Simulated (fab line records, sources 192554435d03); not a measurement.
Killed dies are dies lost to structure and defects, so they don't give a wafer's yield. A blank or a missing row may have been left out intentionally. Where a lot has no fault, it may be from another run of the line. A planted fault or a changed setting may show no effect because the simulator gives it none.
Split-lot study | flow n5Finfet | 7 lots, 17 wafers read, on a route of 1938 steps

ABOUT THE SPLIT
At N5_BEOL_M3_SPUTTER_86 (material Cu, target thk 4.5 nm, time 8.29 s), the setting timeS was moved away from the recipe's 8.29 s on 4 of the 17 wafers read, by -12.0% to +10.9%. For the rest of the wafers, this setting stayed at what the recipe calls for.

The split's own step is where the reading is taken.

THE READING
Cu_of_BEOL_M3_SPUTTER_86.thkNm (the simulator's own value, which no gauge read), in nm, at N5_BEOL_M3_SPUTTER_86 (material Cu, target thk 4.5 nm, time 8.29 s). The file gives no usual value for it. Across the 13 wafers here that went through the recipe, the average is 4.5 nm and the standard deviation 0.13 nm.

wafer  | tool, chamber at the split | timeS as run, s | against the recipe | Cu_of_BEOL_M3_SPUTTER_86.thkNm, nm | against lot-mates on the recipe
L078.4 | pvdSputter-01, -           | 8.29            | recipe             | 4.6                                | -
L078.5 | pvdSputter-01, -           | 8.29            | recipe             | 4.6                                | -
L079.1 | pvdSputter-03, -           | 8.29            | recipe             | 4.4                                | -
L079.4 | pvdSputter-03, -           | 8.29            | recipe             | 4.4                                | -
L079.6 | pvdSputter-03, -           | 8.29            | recipe             | 4.4                                | -
L082.2 | pvdSputter-01, -           | 9.195           | +10.9%             | 5.2                                | +0.6
L082.6 | pvdSputter-01, -           | 8.29            | recipe             | 4.6                                | -
L084.2 | pvdSputter-03, -           | 8.29            | recipe             | 4.4                                | -
L084.5 | pvdSputter-03, -           | 8.29            | recipe             | 4.4                                | -
L084.3 | pvdSputter-03, -           | 8.29            | recipe             | 4.2                                | -
L085.3 | pvdSputter-01, -           | 8.29            | recipe             | 4.6                                | -
L085.6 | pvdSputter-01, -           | 8.29            | recipe             | 4.6                                | -
L090.1 | pvdSputter-02, -           | 8.971           | +8.2%              | 5                                  | +0.4
L090.4 | pvdSputter-02, -           | 8.971           | +8.2%              | 5                                  | +0.4
L090.2 | pvdSputter-02, -           | 8.29            | recipe             | 4.6                                | -
L092.5 | pvdSputter-01, -           | 7.294           | -12.0%             | 4                                  | -0.6
L092.6 | pvdSputter-01, -           | 8.29            | recipe             | 4.6                                | -

THE FIT
A straight line over all 17 wafers: Cu_of_BEOL_M3_SPUTTER_86.thkNm changes by +0.0543 nm for each +1% of timeS; r = +0.91; the points scatter about the line by 0.13 nm.
The same after taking each lot's own level away (the mean of its wafers on the recipe; 17 wafers): +0.051 nm for each +1%; r = +0.99; scatter 0.044 nm.
The reading moves by 0.61 nm for the largest change in timeS, on that fit.
Across the lots, their own levels run from 4.33 to 4.60 nm, a range of 2.1 times the standard deviation given above.
So the lot-to-lot level changes the slope little: the two slopes agree.
Check: for one of the wafers moved furthest among these (-12.0%), held out of the fit, the line's prediction against its lot-mates is -0.622 nm. It came out at -0.6 nm against them.

FURTHER SPLITS ON THESE WAFERS
Other splits were also applied to these wafers ahead of the reading. Each is held against what the fit with the lots' levels taken away leaves over:
other split on the same wafers | wafers away from the commonest value | r with Cu_of_BEOL_M3_SPUTTER_86.thkNm (lot level and that fit taken away)
N5_BEOL_M1_COAT_61 spinRpm     | 7                                    | -0.26
N5_BEOL_M2_DESCUM_16 timeS     | 5                                    | -0.36
N5_BEOL_M2_ETCH_64 sourceW     | 8                                    | +0.19
N5_BEOL_M3_COAT_22 spinRpm     | 4                                    | -0.05

FILE'S OWN FIT
Cu_of_BEOL_M3_SPUTTER_86.thkNm changes by +0.0513 nm for each +1% of timeS, r = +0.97.
